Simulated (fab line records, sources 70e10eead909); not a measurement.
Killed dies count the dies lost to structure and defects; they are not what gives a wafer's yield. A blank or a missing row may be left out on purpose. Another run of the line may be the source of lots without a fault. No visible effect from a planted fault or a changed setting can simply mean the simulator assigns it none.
Which of the tools did it? + flow nand harc + 24 lots, 72 wafers sampled, at 6 steps of a route of 1159

WHAT EACH GAUGE READ, for each wafer
The record lacks any reading of a measuring or inspecting step that a usual standard deviation could be used to judge.

EACH LOT AND THE TOOL THAT RAN IT (in order: tool; ch and the chambers of the sampled wafers; start)
| lot  | NHARC_A_CHANNEL_FILL_D1_ALD_25   | NHARC_A_CHANNEL_FILL_D1_CMP_10 | NHARC_A_STAIRCASE_STRIP_171          | NHARC_A_STAIRCASE_DESCUM_186       | NHARC_A_STAIRCASE_TRIM_193     | NHARC_A_STAIRCASE_TRIM_200     |
|------|----------------------------------|--------------------------------|--------------------------------------|------------------------------------|--------------------------------|--------------------------------|
| L075 | ald hk-03 ch 2,3, day 10 15:47   | cmp-01 ch 1,2,3, day 11 02:41  | plasma asher-01 ch 0,1, day 11 05:16 | rie diel-05 ch 0,3, day 11 10:37   | rie diel-05 ch 1,2,3, no start | rie diel-05 ch 0,1, no start   |
| L074 | ald hk-04 ch 0,1,3, day 10 15:48 | cmp-03 ch 0,2, day 11 02:37    | plasma asher-02 ch 0,1, day 11 05:05 | rie diel-12 ch 1,3, day 11 10:10   | rie diel-12 ch 1,3, no start   | rie diel-05 ch 0,1,3, no start |
| L076 | ald hk-03 ch 2,3, day 10 19:29   | cmp-03 ch 1,3, day 11 06:47    | plasma asher-01 ch 0,1, day 11 09:21 | rie diel-02 ch 1,3, day 11 16:01   | rie diel-02 ch 0,1, no start   | rie diel-02 ch 0,1, no start   |
| L077 | ald hk-04 ch 0,1,2, day 10 19:29 | cmp-04 ch 1,2,3, day 11 06:48  | plasma asher-01 ch 0,1, day 11 08:58 | rie diel-12 ch 0,1,3, day 11 15:59 | rie diel-12 ch 0,1,3, no start | rie diel-05 ch 1,2,3, no start |
| L078 | ald hk-02 ch 1,2,3, day 11 07:43 | cmp-04 ch 1,2,3, day 11 19:15  | plasma asher-01 ch 0,1, day 11 21:30 | rie diel-12 ch 0,1,3, day 12 03:27 | rie diel-12 ch 0,2,3, no start | rie diel-02 ch 0,1,3, no start |
| L080 | ald hk-04 ch 0,1,3, day 11 18:42 | cmp-03 ch 2,3, day 12 06:00    | plasma asher-02 ch 0,1, day 12 08:07 | rie diel-02 ch 0,2,3, day 12 13:23 | rie diel-02 ch 0,1, no start   | rie diel-02 ch 1,3, no start   |
| L081 | ald hk-03 ch 0,3, day 11 19:10   | cmp-01 ch 0,2,3, day 12 06:03  | plasma asher-01 ch 0,1, day 12 07:51 | rie diel-12 ch 0,3, day 12 13:00   | rie diel-12 ch 0,1,2, no start | rie diel-12 ch 0,1, no start   |
| L079 | ald hk-03 ch 0,2,3, day 11 22:41 | cmp-01 ch 1,2,3, day 12 10:03  | plasma asher-02 ch 0,1, day 12 12:05 | rie diel-05 ch 0,1,2, day 12 17:43 | rie diel-05 ch 0,1,2, no start | rie diel-12 ch 0,1,2, no start |
| L082 | ald hk-03 ch 1,2,3, day 12 05:24 | cmp-04 ch 0,2,3, day 12 16:17  | plasma asher-02 ch 1, day 12 18:20   | rie diel-02 ch 0,1,3, day 13 01:07 | rie diel-02 ch 0,2,3, no start | rie diel-05 ch 0,1,2, no start |
| L084 | ald hk-03 ch 1,3, day 12 13:43   | cmp-04 ch 0,1, day 13 01:09    | plasma asher-02 ch 0,1, day 13 03:11 | rie diel-05 ch 0,3, day 13 10:47   | rie diel-05 ch 1,2, no start   | rie diel-12 ch 1,3, no start   |
| L083 | ald hk-04 ch 0,1,2, day 12 13:45 | cmp-01 ch 0,2,3, day 13 01:16  | plasma asher-02 ch 0,1, day 13 03:28 | rie diel-12 ch 0,1,3, day 13 09:31 | rie diel-12 ch 0,1,3, no start | rie diel-12 ch 0,2,3, no start |
| L088 | ald hk-02 ch 0,1,3, day 13 12:08 | cmp-03 ch 1,2,3, day 13 22:30  | plasma asher-01 ch 0,1, day 14 00:47 | rie diel-12 ch 0,1, day 14 06:28   | rie diel-12 ch 0,2,3, no start | rie diel-02 ch 0,3, no start   |
| L087 | ald hk-03 ch 0,1,3, day 13 12:19 | cmp-04 ch 0,1, day 13 22:25    | plasma asher-02 ch 0,1, day 14 00:26 | rie diel-12 ch 0,1,2, day 14 07:41 | rie diel-12 ch 0,1,3, no start | rie diel-02 ch 1,3, no start   |
| L085 | ald hk-04 ch 0,1,2, day 13 13:39 | cmp-01 ch 0,1, day 13 22:27    | plasma asher-02 ch 0, day 14 00:55   | rie diel-02 ch 0,1,3, day 14 07:10 | rie diel-02 ch 1,2,3, no start | rie diel-02 ch 0,2,3, no start |
| L090 | ald hk-04 ch 2,3, day 14 01:49   | cmp-04 ch 1,2, day 14 13:11    | plasma asher-02 ch 0,1, day 14 15:49 | rie diel-12 ch 0,1,3, day 14 22:41 | rie diel-12 ch 1,2,3, no start | rie diel-02 ch 2,3, no start   |
| L089 | ald hk-02 ch 0,1,2, day 14 01:49 | cmp-03 ch 0,1,2, day 14 13:13  | plasma asher-01 ch 0,1, day 14 16:02 | rie diel-05 ch 0,2,3, day 14 21:41 | rie diel-05 ch 0,1,2, no start | rie diel-05 ch 0,1,3, no start |
| L086 | ald hk-03 ch 0,1, day 14 01:49   | cmp-03 ch 0,1,3, day 14 13:24  | plasma asher-02 ch 0,1, day 14 16:11 | rie diel-05 ch 2,3, day 14 23:20   | rie diel-05 ch 2,3, no start   | rie diel-12 ch 2,3, no start   |
| L094 | ald hk-04 ch 0,1,3, day 14 15:25 | cmp-03 ch 1,3, day 15 02:17    | plasma asher-02 ch 0,1, day 15 04:44 | rie diel-12 ch 1,3, day 15 11:49   | rie diel-12 ch 1,3, no start   | rie diel-12 ch 1,3, no start   |
| L091 | ald hk-02 ch 0,1,3, day 14 16:21 | cmp-04 ch 0,1,3, day 15 02:19  | plasma asher-01 ch 0,1, day 15 04:55 | rie diel-02 ch 0,2,3, day 15 11:03 | rie diel-02 ch 1,2, no start   | rie diel-02 ch 0,1,2, no start |
| L092 | ald hk-02 ch 0,2,3, day 14 18:47 | cmp-03 ch 0,1,2, day 15 05:37  | plasma asher-01 ch 0,1, day 15 07:47 | rie diel-02 ch 0,1,2, day 15 13:25 | rie diel-02 ch 0,2,3, no start | rie diel-05 ch 1,2,3, no start |
| L093 | ald hk-02 ch 0,1, day 14 22:53   | cmp-03 ch 0,2,3, day 15 09:41  | plasma asher-02 ch 0,1, day 15 12:17 | rie diel-12 ch 1,3, day 15 17:55   | rie diel-12 ch 1,3, no start   | rie diel-12 ch 0,3, no start   |
| L097 | ald hk-02 ch 1,2,3, day 15 21:34 | cmp-01 ch 0,1,2, day 16 08:59  | plasma asher-01 ch 0,1, day 16 10:58 | rie diel-05 ch 0,1,2, day 16 16:11 | rie diel-05 ch 0,2,3, no start | rie diel-12 ch 0,1,3, no start |
| L096 | ald hk-03 ch 0,1, day 16 03:22   | cmp-01 ch 0,1,2, day 16 14:13  | plasma asher-01 ch 0,1, day 16 16:29 | rie diel-05 ch 1,3, day 16 21:38   | rie diel-05 ch 0,2, no start   | rie diel-02 ch 0,2, no start   |
| L095 | ald hk-04 ch 0,2, day 16 03:23   | cmp-04 ch 1,2, day 16 14:10    | plasma asher-01 ch 0,1, day 16 16:13 | rie diel-05 ch 0,2,3, day 16 21:35 | rie diel-05 ch 1,3, no start   | rie diel-05 ch 1,3, no start   |
- NHARC_A_CHANNEL_FILL_D1_ALD_25: deposits SiOx, target thk 60 nm, pulse time 10 s, ald cycles 600.
- NHARC_A_CHANNEL_FILL_D1_CMP_10: polishes, target thk 150 nm.
- NHARC_A_STAIRCASE_STRIP_171: strips in O2.
- NHARC_A_STAIRCASE_DESCUM_186: chemistry O2, time 3 s.
- NHARC_A_STAIRCASE_TRIM_193: chemistry O2, time 211.2 s.
- NHARC_A_STAIRCASE_TRIM_200: chemistry O2, time 211.2 s.

AS READ BY THE TOOLS THEMSELVES (means over the sampled wafers that have a number; for cases with no such wafer, the mark the record gives instead)
NHARC_A_CHANNEL_FILL_D1_ALD_25. Usual: heater power w 471 W, standard deviation 37; precursor pulse height rel 1.000, standard deviation 0.02.
| lot  | tool      | heater power w (W) | precursor pulse height rel | flag |
|------|-----------|--------------------|----------------------------|------|
| L075 | ald hk-03 | 519                | 1.003                      |      |
| L074 | ald hk-04 | 444                | 1.007                      |      |
| L076 | ald hk-03 | 515                | 0.999                      |      |
| L077 | ald hk-04 | 445                | 0.983                      |      |
| L078 | ald hk-02 | 496                | 0.991                      |      |
| L080 | ald hk-04 | 449                | 0.992                      |      |
| L081 | ald hk-03 | 487                | 0.986                      |      |
| L079 | ald hk-03 | 499                | 1.014                      |      |
| L082 | ald hk-03 | 494                | 0.991                      |      |
| L084 | ald hk-03 | 493                | 1.006                      |      |
| L083 | ald hk-04 | 456                | 0.992                      |      |
| L088 | ald hk-02 | 459                | 1.005                      |      |
| L087 | ald hk-03 | 486                | 1.026                      |      |
| L085 | ald hk-04 | 451                | 0.994                      |      |
| L090 | ald hk-04 | 489                | 1.002                      |      |
| L089 | ald hk-02 | 454                | 1.004                      |      |
| L086 | ald hk-03 | 471                | 0.985                      |      |
| L094 | ald hk-04 | 454                | 1.001                      |      |
| L091 | ald hk-02 | 460                | 1.000                      |      |
| L092 | ald hk-02 | 444                | 0.995                      |      |
| L093 | ald hk-02 | 477                | 0.997                      |      |
| L097 | ald hk-02 | 474                | 0.996                      |      |
| L096 | ald hk-03 | 477                | 1.001                      |      |
| L095 | ald hk-04 | 500                | 1.001                      |      |

NHARC_A_CHANNEL_FILL_D1_CMP_10. Usual: motor current A 12.1 A, standard deviation 0.71; time to endpoint s 15.0 s, standard deviation 2.3.
| lot  | tool   | motor current A (A) | time to endpoint s (s) | flag |
|------|--------|---------------------|------------------------|------|
| L075 | cmp-01 | 12.0                | 15.2                   |      |
| L074 | cmp-03 | 11.8                | 15.0                   |      |
| L076 | cmp-03 | 12.0                | 15.7                   |      |
| L077 | cmp-04 | 12.2                | 12.5                   |      |
| L078 | cmp-04 | 12.0                | 14.2                   |      |
| L080 | cmp-03 | 11.7                | 18.4                   |      |
| L081 | cmp-01 | 12.0                | 13.5                   |      |
| L079 | cmp-01 | 12.3                | 16.0                   |      |
| L082 | cmp-04 | 12.0                | 11.1                   |      |
| L084 | cmp-04 | 12.8                | 15.7                   |      |
| L083 | cmp-01 | 11.8                | 15.1                   |      |
| L088 | cmp-03 | 11.4                | 18.3                   |      |
| L087 | cmp-04 | 13.0                | 13.7                   |      |
| L085 | cmp-01 | 11.4                | 18.2                   |      |
| L090 | cmp-04 | 12.5                | 12.0                   |      |
| L089 | cmp-03 | 11.8                | 16.4                   |      |
| L086 | cmp-03 | 12.5                | 14.6                   |      |
| L094 | cmp-03 | 11.7                | 16.7                   |      |
| L091 | cmp-04 | 12.8                | 14.5                   |      |
| L092 | cmp-03 | 11.4                | 14.5                   |      |
| L093 | cmp-03 | 12.1                | 13.2                   |      |
| L097 | cmp-01 | 11.8                | 18.9                   |      |
| L096 | cmp-01 | 12.4                | 15.3                   |      |
| L095 | cmp-04 | 11.6                | 12.8                   |      |

NHARC_A_STAIRCASE_STRIP_171. Usual: drypump motor current A 5.6 A, standard deviation 0.59; heater power w 319 W, standard deviation 19.
| lot  | tool            | drypump motor current A (A) | heater power w (W) | flag |
|------|-----------------|-----------------------------|--------------------|------|
| L075 | plasma asher-01 | 5.9                         | 314                |      |
| L074 | plasma asher-02 | 5.7                         | 326                |      |
| L076 | plasma asher-01 | 6.0                         | 316                |      |
| L077 | plasma asher-01 | 5.9                         | 320                |      |
| L078 | plasma asher-01 | 5.6                         | 328                |      |
| L080 | plasma asher-02 | 5.7                         | 328                |      |
| L081 | plasma asher-01 | 5.9                         | 314                |      |
| L079 | plasma asher-02 | 5.3                         | 317                |      |
| L082 | plasma asher-02 | 6.1                         | 341                |      |
| L084 | plasma asher-02 | 5.3                         | 309                |      |
| L083 | plasma asher-02 | 5.7                         | 326                |      |
| L088 | plasma asher-01 | 5.9                         | 314                |      |
| L087 | plasma asher-02 | 5.7                         | 315                |      |
| L085 | plasma asher-02 | 4.9                         | 306                |      |
| L090 | plasma asher-02 | 5.7                         | 324                |      |
| L089 | plasma asher-01 | 5.6                         | 332                |      |
| L086 | plasma asher-02 | 5.3                         | 312                |      |
| L094 | plasma asher-02 | 5.3                         | 317                |      |
| L091 | plasma asher-01 | 6.0                         | 312                |      |
| L092 | plasma asher-01 | 5.9                         | 310                |      |
| L093 | plasma asher-02 | 5.7                         | 328                |      |
| L097 | plasma asher-01 | 5.6                         | 319                |      |
| L096 | plasma asher-01 | 5.9                         | 313                |      |
| L095 | plasma asher-01 | 5.9                         | 307                |      |

NHARC_A_STAIRCASE_DESCUM_186. Usual: drypump motor current A 5.9 A, standard deviation 0.37; oes product au 1.000 a.u., standard deviation 0.0079; rf vpp V 57.9 V, standard deviation 0.93; showerhead plenum p Torr 1.94 Torr, standard deviation 0.093; throttle valve pct 11.311 %, standard deviation 0.0087.
| lot  | tool        | drypump motor current A (A) | oes product au (a.u.) | rf vpp V (V) | showerhead plenum p Torr (Torr) | throttle valve pct (%) | flag |
|------|-------------|-----------------------------|-----------------------|--------------|---------------------------------|------------------------|------|
| L075 | rie diel-05 | 6.3                         | 0.996                 | 57.6         | 1.92                            | 11.310                 |      |
| L074 | rie diel-12 | 5.8                         | 1.002                 | 59.2         | 2.03                            | 11.308                 |      |
| L076 | rie diel-02 | 6.3                         | 1.005                 | 57.2         | 1.79                            | 11.316                 |      |
| L077 | rie diel-12 | 5.7                         | 1.005                 | 57.5         | 2.04                            | 11.316                 |      |
| L078 | rie diel-12 | 5.7                         | 0.995                 | 58.2         | 2.04                            | 11.308                 |      |
| L080 | rie diel-02 | 5.8                         | 1.010                 | 57.8         | 1.83                            | 11.310                 |      |
| L081 | rie diel-12 | 5.7                         | 0.998                 | 58.3         | 2.05                            | 11.303                 |      |
| L079 | rie diel-05 | 5.9                         | 1.002                 | 58.0         | 1.96                            | 11.312                 |      |
| L082 | rie diel-02 | 6.1                         | 1.009                 | 56.2         | 1.79                            | 11.317                 |      |
| L084 | rie diel-05 | 6.1                         | 0.992                 | 57.7         | 1.93                            | 11.312                 |      |
| L083 | rie diel-12 | 5.7                         | 0.997                 | 58.1         | 2.04                            | 11.315                 |      |
| L088 | rie diel-12 | 5.8                         | 0.990                 | 58.3         | 2.06                            | 11.306                 |      |
| L087 | rie diel-12 | 5.8                         | 1.003                 | 57.7         | 2.01                            | 11.309                 |      |
| L085 | rie diel-02 | 6.1                         | 1.005                 | 56.9         | 1.79                            | 11.313                 |      |
| L090 | rie diel-12 | 5.7                         | 0.995                 | 58.6         | 2.03                            | 11.309                 |      |
| L089 | rie diel-05 | 6.2                         | 0.991                 | 59.0         | 1.95                            | 11.308                 |      |
| L086 | rie diel-05 | 6.5                         | 0.993                 | 57.1         | 1.94                            | 11.312                 |      |
| L094 | rie diel-12 | 5.6                         | 0.999                 | 58.3         | 2.01                            | 11.319                 |      |
| L091 | rie diel-02 | 5.8                         | 0.998                 | 58.2         | 1.82                            | 11.318                 |      |
| L092 | rie diel-02 | 5.7                         | 0.997                 | 57.4         | 1.82                            | 11.309                 |      |
| L093 | rie diel-12 | 5.6                         | 1.002                 | 57.6         | 2.01                            | 11.318                 |      |
| L097 | rie diel-05 | 6.0                         | 1.008                 | 58.1         | 1.95                            | 11.316                 |      |
| L096 | rie diel-05 | 6.4                         | 1.005                 | 58.8         | 1.90                            | 11.302                 |      |
| L095 | rie diel-05 | 6.2                         | 1.001                 | 58.7         | 1.95                            | 11.308                 |      |

NHARC_A_STAIRCASE_TRIM_193. Usual: drypump motor current A 5.9 A, standard deviation 0.37; oes product au 0.999 a.u., standard deviation 0.0075; rf vpp V 57.8 V, standard deviation 0.88; showerhead plenum p Torr 3.57 Torr, standard deviation 0.16; throttle valve pct 17.037 %, standard deviation 0.0098.
| lot  | tool        | drypump motor current A (A) | oes product au (a.u.) | rf vpp V (V) | showerhead plenum p Torr (Torr) | throttle valve pct (%) | flag |
|------|-------------|-----------------------------|-----------------------|--------------|---------------------------------|------------------------|------|
| L075 | rie diel-05 | 6.2                         | 1.000                 | 58.2         | 3.59                            | 17.037                 |      |
| L074 | rie diel-12 | 5.6                         | 0.996                 | 58.3         | 3.71                            | 17.033                 |      |
| L076 | rie diel-02 | 5.9                         | 1.008                 | 56.7         | 3.33                            | 17.037                 |      |
| L077 | rie diel-12 | 5.7                         | 0.997                 | 59.1         | 3.75                            | 17.032                 |      |
| L078 | rie diel-12 | 5.7                         | 1.002                 | 58.2         | 3.68                            | 17.032                 |      |
| L080 | rie diel-02 | 5.9                         | 1.003                 | 57.1         | 3.32                            | 17.032                 |      |
| L081 | rie diel-12 | 5.8                         | 0.990                 | 57.9         | 3.71                            | 17.051                 |      |
| L079 | rie diel-05 | 6.0                         | 0.999                 | 58.3         | 3.61                            | 17.038                 |      |
| L082 | rie diel-02 | 5.8                         | 1.002                 | 57.8         | 3.37                            | 17.038                 |      |
| L084 | rie diel-05 | 6.1                         | 0.998                 | 57.3         | 3.64                            | 17.047                 |      |
| L083 | rie diel-12 | 5.7                         | 0.996                 | 59.4         | 3.74                            | 17.035                 |      |
| L088 | rie diel-12 | 5.7                         | 0.994                 | 57.5         | 3.67                            | 17.029                 |      |
| L087 | rie diel-12 | 5.7                         | 0.989                 | 57.1         | 3.73                            | 17.048                 |      |
| L085 | rie diel-02 | 6.0                         | 1.002                 | 57.7         | 3.36                            | 17.039                 |      |
| L090 | rie diel-12 | 5.7                         | 0.992                 | 57.7         | 3.65                            | 17.032                 |      |
| L089 | rie diel-05 | 6.0                         | 0.997                 | 58.2         | 3.60                            | 17.037                 |      |
| L086 | rie diel-05 | 6.4                         | 0.996                 | 58.1         | 3.63                            | 17.042                 |      |
| L094 | rie diel-12 | 5.8                         | 1.003                 | 57.3         | 3.72                            | 17.045                 |      |
| L091 | rie diel-02 | 5.9                         | 0.990                 | 57.6         | 3.36                            | 17.036                 |      |
| L092 | rie diel-02 | 5.8                         | 1.001                 | 57.5         | 3.36                            | 17.030                 |      |
| L093 | rie diel-12 | 5.8                         | 0.995                 | 58.0         | 3.71                            | 17.039                 |      |
| L097 | rie diel-05 | 6.2                         | 1.007                 | 58.4         | 3.59                            | 17.037                 |      |
| L096 | rie diel-05 | 5.9                         | 1.001                 | 57.5         | 3.61                            | 17.037                 |      |
| L095 | rie diel-05 | 6.4                         | 1.009                 | 57.9         | 3.50                            | 17.031                 |      |

NHARC_A_STAIRCASE_TRIM_200. Usual: drypump motor current A 5.9 A, standard deviation 0.37; oes product au 0.999 a.u., standard deviation 0.0069; rf vpp V 57.7 V, standard deviation 0.87; showerhead plenum p Torr 3.53 Torr, standard deviation 0.17; throttle valve pct 17.036 %, standard deviation 0.0091.
| lot  | tool        | drypump motor current A (A) | oes product au (a.u.) | rf vpp V (V) | showerhead plenum p Torr (Torr) | throttle valve pct (%) | flag |
|------|-------------|-----------------------------|-----------------------|--------------|---------------------------------|------------------------|------|
| L075 | rie diel-05 | 5.8                         | 0.997                 | 57.8         | 3.58                            | 17.029                 |      |
| L074 | rie diel-05 | 6.1                         | 0.997                 | 57.3         | 3.55                            | 17.033                 |      |
| L076 | rie diel-02 | 6.1                         | 1.007                 | 57.1         | 3.32                            | 17.030                 |      |
| L077 | rie diel-05 | 6.2                         | 1.002                 | 58.4         | 3.59                            | 17.034                 |      |
| L078 | rie diel-02 | 6.1                         | 0.999                 | 57.6         | 3.32                            | 17.043                 |      |
| L080 | rie diel-02 | 6.4                         | 1.013                 | 57.2         | 3.32                            | 17.046                 |      |
| L081 | rie diel-12 | 5.9                         | 0.987                 | 58.5         | 3.77                            | 17.033                 |      |
| L079 | rie diel-12 | 5.8                         | 0.995                 | 58.3         | 3.71                            | 17.037                 |      |
| L082 | rie diel-05 | 6.0                         | 0.998                 | 58.2         | 3.61                            | 17.031                 |      |
| L084 | rie diel-12 | 5.6                         | 0.999                 | 57.2         | 3.70                            | 17.041                 |      |
| L083 | rie diel-12 | 5.7                         | 0.995                 | 57.7         | 3.67                            | 17.038                 |      |
| L088 | rie diel-02 | 6.2                         | 1.003                 | 57.8         | 3.31                            | 17.034                 |      |
| L087 | rie diel-02 | 6.4                         | 1.007                 | 57.0         | 3.31                            | 17.040                 |      |
| L085 | rie diel-02 | 5.8                         | 1.002                 | 57.6         | 3.37                            | 17.033                 |      |
| L090 | rie diel-02 | 5.7                         | 0.997                 | 58.1         | 3.42                            | 17.036                 |      |
| L089 | rie diel-05 | 6.1                         | 0.997                 | 58.1         | 3.54                            | 17.034                 |      |
| L086 | rie diel-12 | 5.6                         | 1.004                 | 57.8         | 3.62                            | 17.046                 |      |
| L094 | rie diel-12 | 5.8                         | 0.995                 | 57.1         | 3.72                            | 17.039                 |      |
| L091 | rie diel-02 | 5.8                         | 0.995                 | 57.6         | 3.36                            | 17.038                 |      |
| L092 | rie diel-05 | 6.3                         | 0.996                 | 58.3         | 3.57                            | 17.040                 |      |
| L093 | rie diel-12 | 5.6                         | 0.998                 | 57.9         | 3.69                            | 17.033                 |      |
| L097 | rie diel-12 | 5.7                         | 0.999                 | 57.9         | 3.72                            | 17.041                 |      |
| L096 | rie diel-02 | 5.6                         | 1.006                 | 56.9         | 3.36                            | 17.038                 |      |
| L095 | rie diel-05 | 6.1                         | 1.002                 | 57.8         | 3.51                            | 17.044                 |      |

THE ANSWER, worked out from the rows above alone
Rule: take the mean of a lot's wafers that have a number; if it is more than 3 standard deviations from the usual mean, the lot is off. A lot without any number at a reading at which 4 lots or more have one is off too. Where the step has rows for the other lots, those lots are counted as sound. Order of review: gauges by route order, followed by the tools' own readings, for which a lot's mean as printed above is used. The first step at which some lot is off is used, and at that step the reading that is off furthest; a lot without a number counts as furthest.
Nothing can be told from this: no lot is off at any reading shown.

WHAT WAS PUT IN BY THE SIMULATOR
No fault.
